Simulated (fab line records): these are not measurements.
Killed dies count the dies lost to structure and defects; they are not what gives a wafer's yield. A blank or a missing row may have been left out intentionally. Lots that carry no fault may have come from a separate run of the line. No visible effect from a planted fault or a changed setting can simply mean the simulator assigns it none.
Split-lot trial :: flow n5Finfet :: route with 1938 steps; 7 lots, 21 wafers read

== THE SPLIT ==
At N5_BEOL_M14_ETCH_68 (etches SOC in N2/H2, time 450 s), the setting timeS was moved away from the recipe's 450 s on 8 of the 21 wafers read, by -15.3% to +19.1%. All remaining wafers had this setting at the recipe value.

The reading comes from the split's own step.

== THE READING ==
SiARC_of_BEOL_M14_COAT_66.thkNm (the simulator's own value, which no gauge read), in nm, at N5_BEOL_M14_ETCH_68 (etches SOC in N2/H2, time 450 s). The file gives no usual value for it. The 13 wafers here that ran the recipe average 64.7 nm, standard deviation 0.84 nm.

wafer: L080.2
tool, chamber at the split: rieDiel-05, 0
timeS as run, s: 450
against the recipe: recipe
SiARC_of_BEOL_M14_COAT_66.thkNm, nm: 64.2
against lot-mates on the recipe: -

wafer: L080.3
tool, chamber at the split: rieDiel-05, 1
timeS as run, s: 507.3
against the recipe: +12.7%
SiARC_of_BEOL_M14_COAT_66.thkNm, nm: 59.2
against lot-mates on the recipe: -5.0

wafer: L080.5
tool, chamber at the split: rieDiel-05, 2
timeS as run, s: 507.3
against the recipe: +12.7%
SiARC_of_BEOL_M14_COAT_66.thkNm, nm: 57.4
against lot-mates on the recipe: -6.8

wafer: L082.1
tool, chamber at the split: rieDiel-06, 2,0
timeS as run, s: 450
against the recipe: recipe
SiARC_of_BEOL_M14_COAT_66.thkNm, nm: 63.8
against lot-mates on the recipe: -

wafer: L082.6
tool, chamber at the split: rieDiel-06, 2,0
timeS as run, s: 450
against the recipe: recipe
SiARC_of_BEOL_M14_COAT_66.thkNm, nm: 63.8
against lot-mates on the recipe: -

wafer: L082.4
tool, chamber at the split: rieDiel-06, 3
timeS as run, s: 450
against the recipe: recipe
SiARC_of_BEOL_M14_COAT_66.thkNm, nm: 63.4
against lot-mates on the recipe: -

wafer: L083.1
tool, chamber at the split: rieDiel-04, 1
timeS as run, s: 535.8
against the recipe: +19.1%
SiARC_of_BEOL_M14_COAT_66.thkNm, nm: 55
against lot-mates on the recipe: -9.2

wafer: L083.3
tool, chamber at the split: rieDiel-04, 2
timeS as run, s: 450
against the recipe: recipe
SiARC_of_BEOL_M14_COAT_66.thkNm, nm: 64.2
against lot-mates on the recipe: -

wafer: L083.5
tool, chamber at the split: rieDiel-04, 2
timeS as run, s: 535.8
against the recipe: +19.1%
SiARC_of_BEOL_M14_COAT_66.thkNm, nm: 54.8
against lot-mates on the recipe: -9.4

wafer: L090.4
tool, chamber at the split: rieDiel-06, 0,2
timeS as run, s: 381
against the recipe: -15.3%
SiARC_of_BEOL_M14_COAT_66.thkNm, nm: 72.2
against lot-mates on the recipe: +6.6

wafer: L090.6
tool, chamber at the split: rieDiel-06, 0,2
timeS as run, s: 381
against the recipe: -15.3%
SiARC_of_BEOL_M14_COAT_66.thkNm, nm: 72.2
against lot-mates on the recipe: +6.6

wafer: L090.5
tool, chamber at the split: rieDiel-06, 1
timeS as run, s: 450
against the recipe: recipe
SiARC_of_BEOL_M14_COAT_66.thkNm, nm: 65.6
against lot-mates on the recipe: -

wafer: L091.2
tool, chamber at the split: rieDiel-05, 2
timeS as run, s: 450
against the recipe: recipe
SiARC_of_BEOL_M14_COAT_66.thkNm, nm: 64.4
against lot-mates on the recipe: -

wafer: L091.3
tool, chamber at the split: rieDiel-05, 1
timeS as run, s: 450
against the recipe: recipe
SiARC_of_BEOL_M14_COAT_66.thkNm, nm: 65.2
against lot-mates on the recipe: -

wafer: L091.6
tool, chamber at the split: rieDiel-05, 2
timeS as run, s: 450
against the recipe: recipe
SiARC_of_BEOL_M14_COAT_66.thkNm, nm: 64.2
against lot-mates on the recipe: -

wafer: L092.1
tool, chamber at the split: rieDiel-05, 0
timeS as run, s: 514.8
against the recipe: +14.4%
SiARC_of_BEOL_M14_COAT_66.thkNm, nm: 58.6
against lot-mates on the recipe: -6.2

wafer: L092.3
tool, chamber at the split: rieDiel-05, 2
timeS as run, s: 514.8
against the recipe: +14.4%
SiARC_of_BEOL_M14_COAT_66.thkNm, nm: 57.4
against lot-mates on the recipe: -7.4

wafer: L092.6
tool, chamber at the split: rieDiel-05, 3
timeS as run, s: 450
against the recipe: recipe
SiARC_of_BEOL_M14_COAT_66.thkNm, nm: 64.8
against lot-mates on the recipe: -

wafer: L096.1
tool, chamber at the split: rieDiel-04, 3
timeS as run, s: 450
against the recipe: recipe
SiARC_of_BEOL_M14_COAT_66.thkNm, nm: 66.2
against lot-mates on the recipe: -

wafer: L096.5
tool, chamber at the split: rieDiel-04, 3
timeS as run, s: 450
against the recipe: recipe
SiARC_of_BEOL_M14_COAT_66.thkNm, nm: 66
against lot-mates on the recipe: -

wafer: L096.6
tool, chamber at the split: rieDiel-04, 2
timeS as run, s: 450
against the recipe: recipe
SiARC_of_BEOL_M14_COAT_66.thkNm, nm: 65
against lot-mates on the recipe: -
When a row names more than one chamber, that row covers several wafers, and the file does not tell which wafer ran in which chamber.

THE FIT
A straight line over all 21 wafers: SiARC_of_BEOL_M14_COAT_66.thkNm changes by -0.495 nm for each +1% of timeS; r = -0.99; the points scatter about the line by 0.8 nm.
The same after taking each lot's own level away (the mean of its wafers on the recipe; 21 wafers): -0.463 nm for each +1%; r = -0.99; scatter 0.49 nm.
The reading moves by 8.8 nm for the largest change in timeS, on that fit.
From 63.67 to 65.73 nm: that is the span of the lots' own levels, equal to 2.5 times the standard deviation above.
Hence the lot-to-lot level has little effect on the slope; both slopes agree.
Check: with one of the wafers moved furthest among these (+19.1%) left out of the fit, the line predicts -8.87 nm for it against its lot-mates. It came out at -9.2 nm against them.

== OTHER SPLITS ON THESE WAFERS ==
These wafers also went through other splits before the reading. Each is held against what the fit with the lots' levels taken away leaves over:
other split on the same wafers: N5_BEOL_M11_ETCH_41 timeS
wafers away from the commonest value: 6
r with SiARC_of_BEOL_M14_COAT_66.thkNm (lot level and that fit taken away): -0.24

other split on the same wafers: N5_BEOL_M12_TRENCH_ETCH_34 timeS
wafers away from the commonest value: 10
r with SiARC_of_BEOL_M14_COAT_66.thkNm (lot level and that fit taken away): -0.04

other split on the same wafers: N5_BEOL_M12_SPUTTER_44 powerW
wafers away from the commonest value: 6
r with SiARC_of_BEOL_M14_COAT_66.thkNm (lot level and that fit taken away): +0.14

== THE FILE'S OWN FIT ==
SiARC_of_BEOL_M14_COAT_66.thkNm changes by -0.466 nm for each +1% of timeS, r = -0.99.
